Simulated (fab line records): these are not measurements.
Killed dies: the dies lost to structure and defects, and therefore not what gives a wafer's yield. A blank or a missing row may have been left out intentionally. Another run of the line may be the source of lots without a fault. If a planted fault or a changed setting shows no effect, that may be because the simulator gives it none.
Which of the tools did it? / flow n5Finfet / route of 1938 steps, sampled at 1 step: 11 lots, 32 wafers

## WHAT THE GAUGES READ, wafer by wafer
N5_BEOL_M14_RS_MEAS_54: uses a four-point probe to measure.
lot=L147; measured=day 11 00:00; on=filmMetro-01; M14_RS (ohm/sq)=0.0328 0.0323 0.0329
lot=L148; measured=day 11 12:59; on=filmMetro-02; M14_RS (ohm/sq)=0.0333 0.0334 0.0326
lot=L149; measured=day 11 21:07; on=filmMetro-02; M14_RS (ohm/sq)=0.0322 0.0325 0.0330
lot=L151; measured=day 12 06:22; on=filmMetro-01; M14_RS (ohm/sq)=0.0320 0.0331 0.0325
lot=L152; measured=day 12 23:13; on=filmMetro-01; M14_RS (ohm/sq)=0.0342 0.0339 0.0339
lot=L156; measured=day 13 11:07; on=filmMetro-02; M14_RS (ohm/sq)=0.0340 0.0334 0.0327
lot=L159; measured=day 14 17:10; on=filmMetro-01; M14_RS (ohm/sq)=0.0330 0.0323 0.0330
lot=L160; measured=day 15 09:20; on=filmMetro-01; M14_RS (ohm/sq)=0.0332 0.0333 0.0328
lot=L163; measured=day 15 12:44; on=filmMetro-01; M14_RS (ohm/sq)=0.0315 0.0340
lot=L168; measured=day 16 23:24; on=filmMetro-01; M14_RS (ohm/sq)=0.0324 0.0323 0.0325
lot=L169; measured=day 16 23:37; on=filmMetro-02; M14_RS (ohm/sq)=0.0335 0.0326 0.0344

## EACH LOT AND THE TOOL THAT RAN IT (in order: tool; ch and the chambers of the sampled wafers; start)
Record: no process step prior to these readings.

## THE ANSWER, worked out from the rows above alone
Rule: usual is defined by the lots themselves. The widest of any qualifying gaps counts: lots, ordered by their means at a reading, are off when they make up no more than a third of the lots, leave a main group of 4 or more, and stand apart from it by 3 or more times the standard deviation of that group's means. Not used: any main group whose means are identical at the precision the tables above print for the reading. Also off: a lot with no number at a reading for which 4 or more lots have one. Where the step has rows for the other lots, those lots are counted as sound.
Across all readings shown, no lot is off: no conclusion can be drawn from this.

## WHAT THE SIMULATOR HAD PUT IN
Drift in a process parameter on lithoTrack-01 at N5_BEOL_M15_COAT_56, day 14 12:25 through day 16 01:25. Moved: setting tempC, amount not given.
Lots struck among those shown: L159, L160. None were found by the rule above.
